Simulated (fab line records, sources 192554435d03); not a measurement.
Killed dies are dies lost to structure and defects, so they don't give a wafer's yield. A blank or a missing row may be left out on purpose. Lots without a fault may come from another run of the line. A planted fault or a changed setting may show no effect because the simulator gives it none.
Chamber matching | flow n5_finfet | N5_BEOL_M11_STRIP_19 on rie_diel-03: 4 sister chambers
The step strips in O2. 20 wafers are shown with their chamber, then 10 later ones without.

WAFERS WITH THEIR CHAMBER
wafer  | chamber | drypump_motor_current_A (A) | throttle_valve_pct (%) | showerhead_plenum_p_Torr (Torr)
L075.4 | 2       | 5.8                         | 16.47                  | 2.16
L075.5 | 0       | 6.2                         | 16.37                  | 2.06
L075.6 | 1       | 5.1                         | 16.49                  | 2.11
L077.4 | 3       | 5.4                         | 16.92                  | 2.08
L077.5 | 3       | 5.5                         | 16.91                  | 2.08
L077.6 | 0       | 6.2                         | 16.41                  | 2.06
L078.1 | 1       | 5.1                         | 16.47                  | 2.11
L078.3 | 3       | 5.4                         | 16.91                  | 2.08
L078.4 | 0       | 6.2                         | 16.36                  | 2.05
L080.2 | 3       | 5.4                         | 16.92                  | 2.08
L080.3 | 2       | 5.7                         | 16.48                  | 2.16
L080.6 | 0       | 6.3                         | 16.40                  | 2.05
L083.2 | 0       | 6.2                         | 16.38                  | 2.05
L083.3 | 2       | 5.7                         | 16.50                  | 2.16
L083.6 | 2       | 5.7                         | 16.50                  | 2.15
L084.2 | 1       | 5.1                         | 16.51                  | 2.11
L084.3 | 0       | 6.2                         | 16.40                  | 2.05
L084.4 | 3       | 5.4                         | 16.94                  | 2.07
L088.2 | 3       | 5.4                         | 16.95                  | 2.07
L088.3 | 1       | 5.1                         | 16.53                  | 2.11

SIGNATURES (means of the wafers above)
reading                  | chamber 0 | chamber 1 | chamber 2 | chamber 3 | scatter within a chamber
drypump_motor_current_A  | 6.217     | 5.100     | 5.725     | 5.417     | 0.0389
throttle_valve_pct       | 16.3867   | 16.5000   | 16.4875   | 16.9250   | 0.0193
showerhead_plenum_p_Torr | 2.0533    | 2.1100    | 2.1575    | 2.0767    | 0.00462
Rule: a wafer's distance from a chamber is the root of the sum, over the readings, of the square of ((its reading less the chamber's mean) divided by the reading's scatter). The wafer belongs to the nearest chamber; if the next one is less than 2 further off, it can't be placed. The scatter: the root of (the sum of the squares of (reading less its chamber's mean) over the shown wafers, divided by (wafers less chambers)).

WAFERS WITHOUT THEIR CHAMBER
wafer  | drypump_motor_current_A (A) | throttle_valve_pct (%) | showerhead_plenum_p_Torr (Torr)
L088.5 | 5.1                         | 16.52                  | 2.11
L090.2 | 6.2                         | 16.42                  | 2.05
L090.3 | 5.8                         | 16.53                  | 2.15
L090.4 | 5.4                         | 16.95                  | 2.07
L091.1 | 5.7                         | 16.52                  | 2.15
L091.3 | 6.3                         | 16.43                  | 2.05
L091.6 | 5.8                         | 16.52                  | 2.15
L094.1 | 5.1                         | 16.55                  | 2.10
L094.2 | 5.4                         | 16.98                  | 2.07
L094.3 | 6.2                         | 16.45                  | 2.04

WHICH CHAMBER EACH WENT THROUGH
wafer  | from the rows above | in truth
L088.5 | 1                   | 1
L090.2 | 0                   | 0
L090.3 | 2                   | 2
L090.4 | 3                   | 3
L091.1 | 2                   | 2
L091.3 | 0                   | 0
L091.6 | 2                   | 2
L094.1 | 1                   | 1
L094.2 | 3                   | 3
L094.3 | 0                   | 0
Placed correctly: 10 of 10. Can't be placed from these rows: 0. Placed wrongly: 0.
